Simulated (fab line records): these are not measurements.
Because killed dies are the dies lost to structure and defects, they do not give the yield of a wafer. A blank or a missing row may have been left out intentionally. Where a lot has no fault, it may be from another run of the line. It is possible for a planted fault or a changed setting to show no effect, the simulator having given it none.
8D (eight disciplines) problem report, filled in by code | flow n5-finfet | the parts of the form that need people (team, actions taken, sign-off) are left out

1. WHAT IS WRONG
Mean TV_OVL at N5_PASSIVATION_OVL_MEAS_60: 527 nm over 9 wafers in 3 lots; fault-free wafers: -2 nm, standard deviation 5.3. So: +99 or more standard deviations from the usual mean.
Seen first at day 14 00:25 on overlay-02, wafer L547.1. The record holds 30 wafers of 10 lots with a number at this step. By rule, "out" or "out of limits" means more than 4 standard deviations away from the usual mean. The rest of the wafers with a number are treated as sound.

2. WHAT THIS IS AND IS NOT
question                    | is                     | is not
which readings at this step | TV_OVL                 | -
which lots                  | L547, L549, L551       | L543, L544, L546, L554, L555, L558, L561
which wafers of those lots  | all that have a number | -
read on which gauges        | overlay-01, overlay-02 | -
when                        | from day 14 00:25      | up to then (9 sound wafers); but 12 sound wafers of L554, L555, L558, L561 came after

3. WHAT RULES OUT EACH SUSPECT
Counting: any tool at a process step up to the reading is kept as a suspect provided that every lot that is out went through it and no sound lot did after the first of them.
- the gauge at N5_PASSIVATION_OVL_MEAS_60 is ruled out. 2 gauges (overlay-01, overlay-02) read the wafers that are out.
- rie-diel-03 at N5_BEOL_M15_STRIP_63 (strips in O2): ruled out as a lasting fault. The sound lots L554, L558, L561 went through it after L547, its earliest lot that is out (day 14 00:12). N5_BEOL_M15_STRIP_63 gives no start for some lots, so the hours and the order of its lots are those of N5_PASSIVATION_EXPOSE_07.
- krf-scanner-01 at N5_PASSIVATION_EXPOSE_07 (exposes mask TV, defocus 0 nm, target cd 3000 nm): kept. It ran every lot that is out, first L547 (day 14 00:12), and no sound lot after that; its last sound lot up to then is L546 (day 13 12:36).
The count leaves krf-scanner-01 at N5_PASSIVATION_EXPOSE_07.

4. THE CAUSE (what the simulator had put in)
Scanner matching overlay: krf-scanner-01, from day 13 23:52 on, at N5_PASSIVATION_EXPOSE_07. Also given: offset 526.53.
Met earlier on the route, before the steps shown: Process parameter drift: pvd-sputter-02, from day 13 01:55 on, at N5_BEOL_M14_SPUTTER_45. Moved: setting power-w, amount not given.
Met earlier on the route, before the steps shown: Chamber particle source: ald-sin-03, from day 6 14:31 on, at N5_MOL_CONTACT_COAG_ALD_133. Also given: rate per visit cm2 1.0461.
After counting, this tool was the only one left.

5. THE CHAIN OF EFFECTS, in route order
One row per reading whose mean, taken over the struck wafers that have a number, lies over 3 standard deviations from the usual. Scope: only readings with a usual standard deviation given in the record; hours: median across lots of the time from each lot's start at the first step in this table that gives one to its start at this step; sigmas: change in usual standard deviations.
hours | step                       | reading              | usual  | on struck wafers | change | sigmas
0     | N5_PASSIVATION_OVL_MEAS_60 | TV_OVL               | -2 nm  | 527              | +529   | +99 or more
7     | N5_PASSIVATION_PROBE_49    | defect-limited-yield | 91.0 % | 81.5             | -9.5   | -5.9
7     | N5_PASSIVATION_PROBE_49    | killed-at-contacts   | 13     | 126              | +113   | +17
7     | N5_PASSIVATION_PROBE_49    | killed-dies          | 106    | 218              | +112   | +5.9
7     | N5_PASSIVATION_PROBE_49    | sort_bin_5_function  | 5.3 %  | 11.6             | +6.3   | +6.2
7     | N5_PASSIVATION_PROBE_49    | sort-n-pass          | 1073   | 962              | -111   | -5.8
7     | N5_PASSIVATION_PROBE_49    | sort-yield-pct       | 91.0 % | 81.5             | -9.5   | -5.9
Here are the process steps it includes:
- N5_PASSIVATION_PROBE_49

6. HOW IT WOULD HAVE BEEN CAUGHT EARLIER
In this record the first reading out of limits at a measuring or inspecting step was taken at day 14 00:25, 1 hour after the fault began at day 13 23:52.
Of the tool readings at N5_PASSIVATION_EXPOSE_07 for which the record gives a usual standard deviation, none was out on any struck wafer, so an alarm limit of 4 standard deviations on them would not have fired.
Lots out: 3; of these, L549, L551 started N5_PASSIVATION_EXPOSE_07 on krf-scanner-01 after day 14 00:25. A hold on the tool at that time would have spared those 2.
